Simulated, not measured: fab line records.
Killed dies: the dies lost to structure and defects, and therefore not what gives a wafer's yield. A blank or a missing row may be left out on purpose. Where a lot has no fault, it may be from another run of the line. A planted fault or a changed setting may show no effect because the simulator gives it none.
Lot-split experiment    flow n5 finfet    7 lots, 21 wafers read, on a route of 1938 steps

THE SPLIT
At N5_WELL_APT_EXPOSE_05 (exposes mask NWELL, defocus 0 nm, target cd 200 nm), the setting dose mj was moved away from the recipe's 20.3 on 5 of the 21 wafers read, by -6.7% to +7.4%. This setting was run at the recipe's value on the other wafers.

FROM THE SPLIT TO THE READING: what the file shows between them, 2 steps
- N5_WELL_APT_DEVELOP_07: develop time 45 s (also split here: develop time s)
- N5_WELL_APT_HARDBAKE_12: time 120 s

THE READING
cd nm at N5_WELL_APT_CD_MEAS_08, given in nm (cd target 200 nm). Typical for fault-free wafers on this fab line: 199.7 nm, with standard deviation 1.6 nm.

wafer   tool, chamber at the split  dose mj as run  against the recipe  cd nm, nm  against lot-mates on the recipe
L076.3  krf scanner-01, 0           20.3            recipe              200.0      -
L076.4  krf scanner-01, 0           19.43           -4.3%               193.4      -6.6
L076.6  krf scanner-01, 0           19.43           -4.3%               190.9      -9.1
L090.1  krf scanner-02, 0           20.3            recipe              198.8      -
L090.2  krf scanner-02, 0           18.93           -6.7%               190.3      -9.2
L090.3  krf scanner-02, 0           20.3            recipe              200.2      -
L091.1  krf scanner-02, 0           20.3            recipe              199.8      -
L091.3  krf scanner-02, 0           20.3            recipe              197.1      -
L091.6  krf scanner-02, 0           19.04           -6.2%               186.8      -11.6
L092.1  krf scanner-02, 0           20.3            recipe              203.4      -
L092.5  krf scanner-02, 0           20.3            recipe              202.3      -
L092.6  krf scanner-02, 0           20.3            recipe              199.6      -
L094.2  krf scanner-02, 0           20.3            recipe              201.0      -
L094.3  krf scanner-02, 0           21.8            +7.4%               210.4      +9.9
L094.6  krf scanner-02, 0           20.3            recipe              200.0      -
L095.4  krf scanner-01, 0           20.3            recipe              201.4      -
L095.5  krf scanner-01, 0           20.3            recipe              198.5      -
L095.6  krf scanner-01, 0           20.3            recipe              196.4      -
L096.1  krf scanner-02, 0           20.3            recipe              198.1      -
L096.3  krf scanner-02, 0           20.3            recipe              199.1      -
L096.4  krf scanner-02, 0           20.3            recipe              202.1      -

FIT RESULTS
A straight line over all 21 wafers: cd nm changes by +1.63 nm for each +1% of dose mj; r = +0.93; the points scatter about the line by 1.9 nm.
The same after taking each lot's own level away (the mean of its wafers on the recipe; 21 wafers): +1.55 nm for each +1%; r = +0.95; scatter 1.6 nm.
The reading moves by 11 nm for the largest change in dose mj, on that fit.
Measured against the standard deviation above, the lots' own levels, which go from 198.45 to 201.77 nm, span 2.1 times it.
The two slopes agree, so the slope changes little with the lot-to-lot level.
Check: for one of the wafers moved furthest among these (+7.4%), held out of the fit, the line's prediction against its lot-mates is +12.2 nm. It came out at +9.9 nm against them.

THESE WAFERS: OTHER SPLITS
Note: prior to the reading, these wafers also went through further splits. Each is held against what the fit with the lots' levels taken away leaves over:
other split on the same wafers         wafers away from the commonest value  r with cd nm (lot level and that fit taken away)
N5_WELL_APT_DEVELOP_07 develop time s  6                                     +0.14

THE WHOLE CHAIN: every reading that the file lists as answering this split, in the file's order
step                    what it does              reading                                                          change (the file's fit)               r (the file's)
N5_WELL_APT_CD_MEAS_08  target cd 200 nm          cd nm                                                            +1.54 nm for each +1% of the setting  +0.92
N5_WELL_APT_DESCUM_13   chemistry O2, time 7.9 s  WELL_APT.cd nm (the simulator's own value, which no gauge read)  +1.56 nm for each +1% of the setting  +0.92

THE FILE'S OWN FIT
cd nm changes by +1.54 nm for each +1% of dose mj, r = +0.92.
